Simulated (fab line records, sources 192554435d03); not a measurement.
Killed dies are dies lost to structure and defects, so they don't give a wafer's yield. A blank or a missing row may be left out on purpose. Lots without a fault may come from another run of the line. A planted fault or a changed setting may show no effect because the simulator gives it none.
Which tool did it? | flow n5_finfet | 10 lots, 30 wafers sampled, at 5 steps of a route of 1938

WHAT THE GAUGES READ, wafer by wafer
N5_BEOL_M6_INSPECT_58: inspects for defects (darkfield). Usual: raw_defect_count 62, standard deviation 20.
lot  | measured     | on                | raw_defect_count | flag
L207 | day 10 13:47 | defect_inspect-01 | 45 26 36         |
L208 | day 10 16:01 | defect_inspect-01 | 63 69 54         |
L210 | day 11 06:44 | defect_inspect-02 | 42 49 58         |
L212 | day 11 18:02 | defect_inspect-01 | 59 65 40         |
L213 | day 12 11:43 | defect_inspect-02 | 81 121 60        |
L214 | day 12 16:37 | defect_inspect-02 | 82 76 110        |
L216 | day 12 20:59 | defect_inspect-02 | 76 982 81        | OFF
L217 | day 13 07:23 | defect_inspect-02 | 61 33 43         |
L224 | day 14 20:12 | defect_inspect-01 | 58 47 111        |
L226 | day 15 05:36 | defect_inspect-02 | 66 45 76         |

N5_BEOL_M7_INSPECT_13: inspects for defects (brightfield). Usual: raw_defect_count 366, standard deviation 82.
lot  | measured     | on                | raw_defect_count | flag
L207 | day 10 15:28 | defect_inspect-01 | 319 244 407      |
L208 | day 10 20:20 | defect_inspect-02 | 337 266 312      |
L210 | day 11 10:05 | defect_inspect-01 | 296 328 227      |
L212 | day 11 20:53 | defect_inspect-02 | 644 405 371      |
L213 | day 12 14:28 | defect_inspect-01 | 234 318 207      |
L214 | day 12 20:03 | defect_inspect-01 | 372 443 387      |
L216 | day 12 23:25 | defect_inspect-02 | 499 1252 475     | OFF
L217 | day 13 09:56 | defect_inspect-01 | 320 210 289      |
L224 | day 14 23:14 | defect_inspect-01 | 413 429 390      |
L226 | day 15 07:58 | defect_inspect-01 | 380 370 317      |

WHICH TOOL RAN EACH LOT (tool, then ch and the chambers of the sampled wafers, then the start)
lot  | N5_BEOL_M6_SURFACE_TREAT_79  | N5_BEOL_M6_CMP_52             | N5_BEOL_M6_DEP_56
L207 | pvd_sputter-01, day 10 10:39 | cmp-04 ch 0,3, day 10 13:22   | pecvd-01 ch 0,1,2, day 10 13:41
L208 | pvd_sputter-01, day 10 14:52 | cmp-01 ch 0,2,3, day 10 15:34 | pecvd-03 ch 0,1,2, day 10 15:55
L210 | pvd_sputter-02, day 11 03:57 | cmp-01 ch 1,2, day 11 06:16   | pecvd-03 ch 0,2, day 11 06:38
L212 | pvd_sputter-02, day 11 16:43 | cmp-04 ch 1,2,3, day 11 17:42 | pecvd-04 ch 0,2, day 11 17:57
L213 | pvd_sputter-02, day 12 10:23 | cmp-01 ch 0,3, day 12 11:15   | pecvd-04 ch 1,2, day 12 11:37
L214 | pvd_sputter-03, day 12 15:19 | cmp-02 ch 1,2,3, day 12 16:10 | pecvd-01 ch 0,2, day 12 16:31
L216 | pvd_sputter-02, day 12 19:48 | cmp-01 ch 0,1,2, day 12 20:37 | pecvd-04 ch 1,2, day 12 20:53
L217 | pvd_sputter-01, day 13 05:53 | cmp-02 ch 0,2, day 13 06:44   | pecvd-04 ch 0,2, day 13 07:05
L224 | pvd_sputter-01, day 14 18:40 | cmp-04 ch 0,1,3, day 14 19:31 | pecvd-03 ch 0,1,2, day 14 19:50
L226 | pvd_sputter-01, day 15 04:07 | cmp-04 ch 0,3, day 15 05:11   | pecvd-01 ch 0,1, day 15 05:31
- N5_BEOL_M6_SURFACE_TREAT_79
- N5_BEOL_M6_CMP_52: polishes, stops on SiCOH lowk, t overpolish 6.9 s, target thk 80 nm.
- N5_BEOL_M6_DEP_56: deposits SiCN from 3MS/NH3, target thk 10 nm, time 17.5 s.

WHAT THE TOOLS THEMSELVES READ (means of the sampled wafers that have a number; where no wafer has one, the mark that the record gives instead)
N5_BEOL_M6_CMP_52. Usual: barrier_field_endpoint_s 28.7 s, standard deviation 0.59; clearing_platen_rpm 50.004 rpm, standard deviation 0.028; motor_current_A 5.9 A, standard deviation 0.5; overpolish_run_s 6.901 s, standard deviation 0.009; slurry_filter_dp_kPa 13.48 kPa, standard deviation 0.13; time_to_endpoint_s 61.8 s, standard deviation 2.
lot  | tool   | barrier_field_endpoint_s (s) | clearing_platen_rpm (rpm) | motor_current_A (A) | overpolish_run_s (s) | slurry_filter_dp_kPa (kPa) | time_to_endpoint_s (s) | flag
L207 | cmp-04 | 28.9                         | 49.994                    | 5.5                 | 6.908                | 13.41                      | 58.8                   |
L208 | cmp-01 | 28.3                         | 50.024                    | 5.9                 | 6.899                | 13.56                      | 60.6                   |
L210 | cmp-01 | 28.3                         | 50.013                    | 5.6                 | 6.902                | 13.50                      | 64.5                   |
L212 | cmp-04 | 28.8                         | 50.013                    | 6.2                 | 6.904                | 13.55                      | 61.6                   |
L213 | cmp-01 | 28.9                         | 50.005                    | 6.1                 | 6.910                | 13.62                      | 63.8                   |
L214 | cmp-02 | 29.1                         | 49.973                    | 5.6                 | 6.894                | 13.38                      | 60.8                   |
L216 | cmp-01 | 28.5                         | 50.014                    | 5.8                 | 6.895                | 13.40                      | 62.8                   |
L217 | cmp-02 | 27.9                         | 50.014                    | 5.2                 | 6.896                | 13.47                      | 60.5                   |
L224 | cmp-04 | 28.8                         | 49.996                    | 5.8                 | 6.900                | 13.34                      | 63.4                   |
L226 | cmp-04 | 28.9                         | 50.021                    | 5.7                 | 6.908                | 13.49                      | 60.1                   |

N5_BEOL_M6_DEP_56. Usual: showerhead_plenum_p_Torr 3.668 Torr, standard deviation 0.0085; throttle_valve_pct 9.1 %, standard deviation 0.61.
lot  | tool     | showerhead_plenum_p_Torr (Torr) | throttle_valve_pct (%) | flag
L207 | pecvd-01 | 3.666                           | 8.9                    |
L208 | pecvd-03 | 3.669                           | 9.1                    |
L210 | pecvd-03 | 3.674                           | 8.6                    |
L212 | pecvd-04 | 3.656                           | 9.8                    |
L213 | pecvd-04 | 3.663                           | 8.8                    |
L214 | pecvd-01 | 3.666                           | 8.9                    |
L216 | pecvd-04 | 3.664                           | 8.6                    |
L217 | pecvd-04 | 3.660                           | 9.2                    |
L224 | pecvd-03 | 3.670                           | 9.1                    |
L226 | pecvd-01 | 3.669                           | 9.0                    |

THE ANSWER, worked out from the rows above alone
Rule: a lot is off if the mean of its wafers that have a number lies more than 3 standard deviations from the usual mean. A lot without any number at a reading at which 4 lots or more have one is off too. The other lots that the step has rows for count as sound. The gauges are gone through in route order, then the tools' own readings, and for those a lot's mean is taken as printed above. The first step at which some lot is off is used, and at that step the reading that is off furthest; a lot without a number counts as furthest.
Off: L216, at N5_BEOL_M6_INSPECT_58 (raw_defect_count).
A tool fits if, at a process step before that reading, it ran every lot that is off, and no sound lot after the first of them. The gauges at N5_BEOL_M6_INSPECT_58 are tried like those tools. Can't be told from this: 2 tools fit, pvd_sputter-02 at N5_BEOL_M6_SURFACE_TREAT_79, cmp-01 at N5_BEOL_M6_CMP_52.

WHAT THE SIMULATOR HAD PUT IN
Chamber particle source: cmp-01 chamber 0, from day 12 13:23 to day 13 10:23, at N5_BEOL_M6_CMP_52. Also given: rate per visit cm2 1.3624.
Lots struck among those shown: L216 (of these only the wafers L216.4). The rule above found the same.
